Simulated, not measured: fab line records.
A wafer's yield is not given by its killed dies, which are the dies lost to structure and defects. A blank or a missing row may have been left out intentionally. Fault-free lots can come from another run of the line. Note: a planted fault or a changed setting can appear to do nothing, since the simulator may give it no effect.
fab line records    flow n5Finfet
record: lots: 6  wafers: 17  lastDay: 15
route steps=1938 shown PASS1_DEP@1831 MIM_BOT@1832 MIM_TOP@1834 MIM_TOP_LITHO@1839 PASSIVATION@1936
lots that met no fault: taken from a fault-free run of the same line
startH: start of the lot's first displayed wafer, in hours after the record's first day    waitH: time in hours since the lot's previous step    " unchanged from the row above    L1.1+2: a single row standing in for several wafers    - no value present, or no start provided    * or withheld: withheld    < > ~ a bound
route shown NAME@n: NAME is a module with steps in the file, n the number in the route of the first one    usual: average and standard deviation across the fault-free wafers    same: alike in all rows    chamber/n: place in a boat    sites: the reading at each site    _std_site: how widely they spread, as a standard deviation    _edge_site: outer sites' mean less inner sites'    radiusMm: for every site, how far away it sits from the centre of the wafer    mask NAME#n: copy n    behind: tool/chamber where the wafer was last shaped    hold: cause of the lot's hold/its duration in hours/its outcome    device: whichever transistor did not switch (one of n, p or np)    end of line: the route-end tests of the same wafers    a step with no rows: only its recipe    killed: dies lost to structure and defects at the first sort, not the wafer's yield    map: per-die view of a wafer (x killed, . not killed, _ where there is no die)
set.NAME: the setting the step ran with; set.NAME@STEP: the setting that earlier step ran with    model.NAME: the simulator's own value behind a step, which no gauge read
a table for each step, a row for each wafer; lots at some steps of the route
services: the hour from which a tool's chamber was out of use, counted from the record's first day as startH (under 0 if before that day), plus the number of hours and why
== steps ==
step: N5_PASSIVATION_PECVD_00
recipe: material: SiO2  targetThkA: 2000  tempC: 400  precursor: SiH4/N2O  pressureTorr: 2.7  rfW: 608  timeS: 11.2
usual: chamberPressureTorr: 2.700/0.0067  heaterPowerW: 669/70  showerheadPlenumPTorr: 8.18/0.12  throttleValvePct: 49.8/2.5
lot.wafer  tool      chamber  startH  waitH  chamberPressureTorr  heaterPowerW  showerheadPlenumPTorr  throttleValvePct
L673.2     pecvd-03  2        276.92  0.7    2.702                745           8.11                   50.8
L673.3     "         0        "       "      2.703                623           8.09                   51.0
L673.5     "         1        "       "      2.706                677           8.06                   49.8
L675.2     pecvd-04  2        289.35  0.7    2.703                701           8.16                   44.9
L675.3     "         1        "       "      2.697                627           8.38                   53.6
L675.4     "         2        "       "      2.702                689           8.15                   45.0
L678.3     pecvd-04  0        309.65  0.5    2.705                541           8.32                   48.8
L678.4     "         2        "       "      2.695                751           8.15                   45.2
L678.6     "         1        "       "      2.696                714           8.40                   53.5
L680.4     pecvd-01  2        310.60  0.4    2.697                628           8.19                   47.2
L680.5     "         1        "       "      2.715                660           7.99                   51.5
L684.3     pecvd-04  1        338.49  0.5    2.710                636           8.39                   53.8
L684.4     "         1        "       "      2.701                659           8.41                   53.9
L684.6     "         2        "       "      2.694                781           8.16                   45.1
L685.1     pecvd-01  0        354.57  0.8    2.705                546           8.31                   49.2
L685.3     "         2        "       "      2.699                687           8.19                   47.3
L685.5     "         1        "       "      2.706                668           8.00                   51.8
step: N5_MIM_BOT_DEGAS_01
recipe: ambient: vacuum  tempC: 300  timeS: 60
step: N5_MIM_BOT_SPUTTER_00
recipe: material: TiN  targetThkA: 350  tempC: 200  powerW: 3000  chamberPressurePa: 0.49996  gas: Ar  reactivePartialPa: 0.37997  timeS: 89.7
usual: cathodeDcPowerW: 3000.0/0.53  throttleValvePct: 29.9/0.75
lot.wafer  tool           chamber  startH  waitH  cathodeDcPowerW  throttleValvePct
L673.2     pvdSputter-01  -        279.41  0.0    3000.6           30.5
L673.3     "              -        "       "      2999.8           29.2
L673.5     "              -        "       "      2999.5           29.1
L675.2     pvdSputter-01  -        289.94  0.0    3000.4           29.2
L675.3     "              -        "       "      3000.0           30.4
L675.4     "              -        "       "      3000.0           29.4
L678.3     pvdSputter-01  -        310.79  0.0    3000.4           30.2
L678.4     "              -        "       "      3000.2           30.2
L678.6     "              -        "       "      2999.1           30.3
L680.4     pvdSputter-03  -        311.07  0.0    2998.9           29.3
L680.5     "              -        "       "      3000.6           29.3
L684.3     pvdSputter-02  -        340.90  0.0    3000.0           29.8
L684.4     "              -        "       "      2999.1           28.6
L684.6     "              -        "       "      3000.3           31.1
L685.1     pvdSputter-02  -        356.30  0.0    2999.6           29.5
L685.3     "              -        "       "      3000.3           31.1
L685.5     "              -        "       "      3000.7           29.7
step: N5_MIM_TOP_ALD_00
recipe: material: Al2O3  targetThkA: *  tempC: withheld  aldPrecursorFamily: TMA  aldCoReactant: O3  pulseTimeS: withheld  purgeTimeS: 3  coReactantPurgeTimeS: withheld  coReactantPulseTimeS: 3  aldCycles: withheld
usual: precursorPulseHeightRel: 1.002/0.022
lot.wafer  tool      chamber  startH  waitH  precursorPulseHeightRel
L673.2     aldHk-02  0        279.52  0.1    1.033
L673.3     "         3        "       "      1.017
L673.5     "         2        "       "      1.060
L675.2     aldHk-02  3        290.04  0.1    0.999
L675.3     "         0        "       "      1.003
L675.4     "         1        "       "      0.977
L678.3     aldHk-03  2        310.89  0.1    1.011
L678.4     "         3        "       "      1.010
L678.6     "         2        "       "      0.993
L680.4     aldHk-02  0        311.17  0.1    0.998
L680.5     "         0        "       "      0.998
L684.3     aldHk-02  1        341.00  0.1    0.991
L684.4     "         2        "       "      1.037
L684.6     "         1        "       "      0.984
L685.1     aldHk-02  2        356.40  0.1    0.978
L685.3     "         0        "       "      0.974
L685.5     "         3        "       "      1.000
step: N5_MIM_TOP_ALD_01
recipe: material: HfO2  targetThkA: 56  tempC: withheld  aldPrecursorFamily: Hf-amide  aldCoReactant: O3  pulseTimeS: 1  purgeTimeS: 3  coReactantPurgeTimeS: 2  coReactantPulseTimeS: 3  aldCycles: 62
usual: precursorPulseHeightRel: 0.999/0.017
same: coReactantPulseTimeS: 3
lot.wafer  tool      chamber  startH  waitH  precursorPulseHeightRel
L673.2     aldHk-02  0        -       -      0.997
L673.3     "         3        "       "      1.005
L673.5     "         2        "       "      0.992
L675.2     aldHk-02  3        -       -      0.976
L675.3     "         0        "       "      0.964
L675.4     "         1        "       "      0.991
L678.3     aldHk-03  2        -       -      0.991
L678.4     "         3        "       "      0.992
L678.6     "         2        "       "      0.997
L680.4     aldHk-02  0        -       -      1.013
L680.5     "         0        "       "      0.965
L684.3     aldHk-02  1        -       -      0.993
L684.4     "         2        "       "      1.035
L684.6     "         1        "       "      1.004
L685.1     aldHk-02  2        -       -      1.014
L685.3     "         0        "       "      1.011
L685.5     "         3        "       "      0.984
step: N5_MIM_TOP_ALD_02
recipe: material: Al2O3  targetThkA: *  tempC: withheld  aldPrecursorFamily: TMA  aldCoReactant: O3  pulseTimeS: withheld  purgeTimeS: 3  coReactantPurgeTimeS: withheld  coReactantPulseTimeS: 3  aldCycles: withheld
step: N5_MIM_TOP_DEGAS_04
recipe: ambient: vacuum  tempC: 300  timeS: 60
usual: heaterPowerW: 460/41
lot.wafer  tool           chamber  startH  waitH  heaterPowerW
L673.2     pvdSputter-02  -        280.34  -      399
L673.3     "              -        "       "      449
L673.5     "              -        "       "      548
L675.2     pvdSputter-03  -        291.09  -      414
L675.3     "              -        "       "      439
L675.4     "              -        "       "      472
L678.3     pvdSputter-03  -        311.87  -      414
L678.4     "              -        "       "      443
L678.6     "              -        "       "      473
L680.4     pvdSputter-02  -        313.59  -      452
L680.5     "              -        "       "      479
L684.3     pvdSputter-03  -        342.38  -      440
L684.4     "              -        "       "      446
L684.6     "              -        "       "      459
L685.1     pvdSputter-02  -        358.74  -      548
L685.3     "              -        "       "      446
L685.5     "              -        "       "      495
step: N5_MIM_TOP_SPUTTER_03
recipe: material: TiN  targetThkA: 350  tempC: 200  powerW: 3000  chamberPressurePa: 0.49996  gas: Ar  reactivePartialPa: 0.37997  timeS: 89.7
step: N5_MIM_TOP_LITHO_HMDS_01
recipe: timeS: 60  tempC: 120
step: N5_MIM_TOP_LITHO_COAT_02
recipe: spinRpm: *  resistThkNm: *
step: N5_MIM_TOP_LITHO_EBR_04
recipe: solvent: PGMEA  ebrWidthMm: 1.5
step: N5_MIM_TOP_LITHO_SOFTBAKE_03
recipe: tempC: 100  timeS: 90
step: N5_MIM_TOP_LITHO_EXPOSE_05
recipe: maskId: MIM_TOP  na: 0.55  sourceShape: conventional  sigmaOuter: 0.8  polarization: unpolarized  targetCdNm: 2000  doseMj: 20.5
lot.wafer   tool           chamber  startH  waitH  mask       model.MIM_TOP_LITHO.overlayXNm
L673.2+3+5  krfScanner-02  0        280.72  -      MIM_TOP#0  -2
L675.2+3+4  krfScanner-01  0        291.35  -      MIM_TOP#0  3.4
L678.3+4+6  krfScanner-01  0        312.26  -      MIM_TOP#0  6.6
L680.4+5    krfScanner-01  0        313.86  -      MIM_TOP#0  3.4
L684.3+4+6  krfScanner-02  0        342.65  -      MIM_TOP#0  7.6
L685.1+3+5  krfScanner-02  0        359.12  -      MIM_TOP#0  3.2
step: N5_MIM_TOP_LITHO_PEB_06
recipe: pebTempC: withheld  pebTimeS: *
step: N5_PASSIVATION_PROBE_49
usual: defectLimitedYield: 91.8/1.5  killed_at_M0_to_M3: 33/11  killed_at_M4_up: 13/5  killedAtContacts: 11/5.6  killedAtFrontEnd: 36/12  killedAtOther: 3.4/2.5  killedDies: 97/18  killedOpen: 64/13  killedShort: 31/6.9  sort_bin_5_function: 4.8/1  sort_bin_6_memory: 3.1/0.64  sortNPass: 1083/18  sortYieldPct: 91.8/1.5
same: grossDies: 1180  killedAtBackSide: 0  sort_bin_4_leakage[%]: 0  sort_bin_8_speed[%]: 0
lot.wafer  tool       chamber  startH  waitH  defectLimitedYield[%]  killed_at_M0_to_M3  killed_at_M4_up  killedAtContacts  killedAtFrontEnd  killedAtOther  killedDies  killedOpen  killedShort  sort_bin_5_function[%]  sort_bin_6_memory[%]  sortNPass  sortYieldPct[%]
L673.2     prober-01  -        289.94  0.1    91.6                   18                  6                10                61                4              99          63          35           5.1                     2.7                   1081       91.6
L673.3     prober-01  -        289.99  0.1    90.2                   45                  14               9                 45                3              116         79          37           5.7                     3.8                   1064       90.2
L673.5     prober-01  -        290.09  0.2    93.2                   24                  4                4                 44                4              80          50          29           4.0                     2.5                   1100       93.2
L675.2     prober-02  -        300.60  0.1    93.1                   20                  7                13                39                2              81          55          26           4.1                     2.4                   1099       93.1
L675.3     prober-02  -        300.65  0.1    94.3                   18                  7                12                26                4              67          48          18           3.2                     2.2                   1113       94.3
L675.4     prober-02  -        300.70  0.2    93.6                   18                  10               9                 34                5              76          47          28           3.4                     3.1                   1104       93.6
L680.4     prober-01  -        327.89  0.5    91.9                   27                  17               11                35                5              95          56          39           4.8                     3.1                   1085       91.9
L680.5     prober-01  -        327.94  0.5    92.4                   29                  9                11                36                5              90          57          33           4.2                     3.3                   1090       92.4
killed by level:class
L673.2 GATE_CUT:geometricParticle:short=12 STI_FIN_REVEAL:geometricParticle:open=10 FIN_SAQP:geometricParticle:open=9 MOL_CONTACT_COAG:geometricParticle:open=8 DUMMY_GATE:geometricParticle:open=6 DUMMY_GATE:geometricParticle:short=5 BEOL_M2:geometricParticle:open=5 BEOL_M3:geometricParticle:open=5
L673.3 STI_FIN_REVEAL:geometricParticle:open=12 BEOL_M1:geometricParticle:open=10 BEOL_M2:geometricParticle:open=9 BEOL_M3:geometricParticle:open=9 FIN_SAQP:geometricParticle:open=7 FIN_SAQP:geometricParticle:short=7 BEOL_M0_SAQP:geometricParticle:open=6 MOL_CONTACT_COAG:geometricParticle:open=5
L673.5 GATE_CUT:geometricParticle:short=10 FIN_SAQP:geometricParticle:open=9 BEOL_M0_SAQP:geometricParticle:open=7 STI_FIN_REVEAL:geometricParticle:open=6 FIN_SAQP:geometricParticle:short=5 BEOL_M3:geometricParticle:open=5 BEOL_M2:geometricParticle:open=4 GATE_CUT:geometricParticle:open=4
L675.2 STI_FIN_REVEAL:geometricParticle:open=11 MOL_CONTACT_COAG:geometricParticle:open=10 FIN_SAQP:geometricParticle:open=8 BEOL_M3:geometricParticle:open=7 FIN_SAQP:geometricParticle:short=5 GATE_CUT:geometricParticle:short=5 BEOL_M0_SAQP:geometricParticle:open=4 MOL_CONTACT_COAG:geometricParticle:short=3
L675.3 MOL_CONTACT_COAG:geometricParticle:open=12 BEOL_M0_SAQP:geometricParticle:open=9 FIN_SAQP:geometricParticle:short=5 STI_FIN_REVEAL:geometricParticle:open=5 DUMMY_GATE:geometricParticle:open=3 BEOL_M2:geometricParticle:open=3 FIN_SAQP:geometricParticle:open=2 GATE_CUT:geometricParticle:short=2
L675.4 MOL_CONTACT_COAG:geometricParticle:open=8 FIN_SAQP:geometricParticle:open=6 STI_FIN_REVEAL:geometricParticle:open=5 DUMMY_GATE:geometricParticle:open=5 BEOL_M0_SAQP:geometricParticle:short=5 BEOL_M3:geometricParticle:open=4 FIN_SAQP:geometricParticle:short=3 GATE_CUT:geometricParticle:short=3
L680.4 FIN_SAQP:geometricParticle:short=12 BEOL_M0_SAQP:geometricParticle:open=10 BEOL_M4:geometricParticle:open=8 STI_FIN_REVEAL:geometricParticle:open=6 MOL_CONTACT_COAG:geometricParticle:open=6 MOL_CONTACT_COAG:geometricParticle:short=5 BEOL_M0_SAQP:geometricParticle:short=5 FIN_SAQP:geometricParticle:open=4
L680.5 STI_FIN_REVEAL:geometricParticle:open=12 MOL_CONTACT_COAG:geometricParticle:open=9 BEOL_M0_SAQP:geometricParticle:open=8 BEOL_M0_SAQP:geometricParticle:short=8 FIN_SAQP:geometricParticle:open=5 FIN_SAQP:geometricParticle:short=5 BEOL_M1:geometricParticle:open=4 BEOL_M4:geometricParticle:open=4
== services ==
tool           chamber  startH  hours  kind
pecvd-04       1        256.77  2.0    repair
krfScanner-02  -        263.90  1.3    pm
pecvd-01       -        265.34  11.7   repair
krfScanner-01  -        271.88  0.2    repair
pecvd-04       1        272.86  2.1    scheduledDown
pecvd-04       -        288.42  0.8    repair
krfScanner-01  -        298.39  9.9    repair
pecvd-04       2        319.96  5.5    scheduledDown
krfScanner-01  -        320.75  0.8    pm
krfScanner-02  -        321.50  1.0    pm
pecvd-03       1        333.33  3.7    repair
aldHk-03       -        338.39  2.5    repair
krfScanner-01  -        353.49  1.0    pm
== key ==
firstSign none at tools or gauges
modelEffect: step: N5_MIM_TOP_LITHO_EXPOSE_05  value: MIM_TOP_LITHO.overlayXNm  without: -1.6  struck: 5.32
metAt N5_MIM_TOP_LITHO_EXPOSE_05
struckWafers L678.3,L678.4,L678.6,L680.4,L680.5
onsetBetween 291.35 312.26
fault: kind: scannerMatchingOverlay  tool: krfScanner-01  chamber: -  onsetH: 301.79  steps: N5_MIM_TOP_LITHO_EXPOSE_05  offset: 6.9103
